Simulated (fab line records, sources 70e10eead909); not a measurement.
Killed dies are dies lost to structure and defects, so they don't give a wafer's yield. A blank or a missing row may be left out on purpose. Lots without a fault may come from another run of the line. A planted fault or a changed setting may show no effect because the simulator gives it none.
Chamber matching | flow nand_harc | NHARC_P_BONDPAD_CMP_19 on cmp-04: 4 sister chambers
The step polishes, t overpolish 30 s, cu recess touch 16 s, target thk 160.81 nm. 16 wafers are shown with their chamber, then 8 later ones without.

WAFERS WITH THEIR CHAMBER
wafer  | chamber | motor_current_A (A) | overpolish_run_s (s)
L076.1 | 3       | 11.3                | 29.991
L076.5 | 3       | 10.7                | 30.020
L076.6 | 0       | 12.0                | 30.001
L076.2 | 2       | 12.3                | 30.013
L076.3 | 1       | 13.4                | 29.998
L076.4 | 0       | 12.3                | 30.003
L078.1 | 1       | 13.1                | 29.988
L078.2 | 2       | 12.3                | 29.988
L078.6 | 0       | 12.5                | 30.003
L081.1 | 2       | 11.7                | 29.999
L081.3 | 1       | 13.1                | 30.005
L081.5 | 3       | 10.4                | 29.986
L083.1 | 3       | 11.0                | 30.002
L083.2 | 2       | 12.6                | 29.997
L083.4 | 1       | 12.8                | 29.993
L090.2 | 3       | 10.7                | 30.021

SIGNATURES (means of the wafers above)
reading          | chamber 0 | chamber 1 | chamber 2 | chamber 3 | scatter within a chamber
motor_current_A  | 12.267    | 13.100    | 12.225    | 10.820    | 0.317
overpolish_run_s | 30.00233  | 29.99600  | 29.99925  | 30.00400  | 0.0113
Rule: a wafer's distance from a chamber is the root of the sum, over the readings, of the square of ((its reading less the chamber's mean) divided by the reading's scatter). The wafer belongs to the nearest chamber; if the next one is less than 2 further off, it can't be placed. The scatter: the root of (the sum of the squares of (reading less its chamber's mean) over the shown wafers, divided by (wafers less chambers)).

WAFERS WITHOUT THEIR CHAMBER
wafer  | motor_current_A (A) | overpolish_run_s (s)
L090.5 | 13.2                | 30.003
L090.6 | 12.0                | 29.995
L093.4 | 12.4                | 29.997
L093.5 | 13.1                | 29.997
L093.6 | 10.9                | 29.991
L095.3 | 12.6                | 29.992
L095.4 | 12.3                | 30.008
L095.5 | 11.7                | 30.000

WHICH CHAMBER EACH WENT THROUGH
wafer  | from the rows above          | in truth
L090.5 | 1                            | 1
L090.6 | can't be placed: 2 or 0      | 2
L093.4 | can't be placed: 2 or 0 or 1 | 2
L093.5 | 1                            | 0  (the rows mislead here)
L093.6 | 3                            | 3
L095.3 | can't be placed: 2 or 0 or 1 | 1
L095.4 | can't be placed: 0 or 2      | 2
L095.5 | can't be placed: 2 or 0 or 3 | 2
Placed correctly: 2 of 8. Can't be placed from these rows: 5 (the true chamber is among the candidates in 5). Placed wrongly: 1.
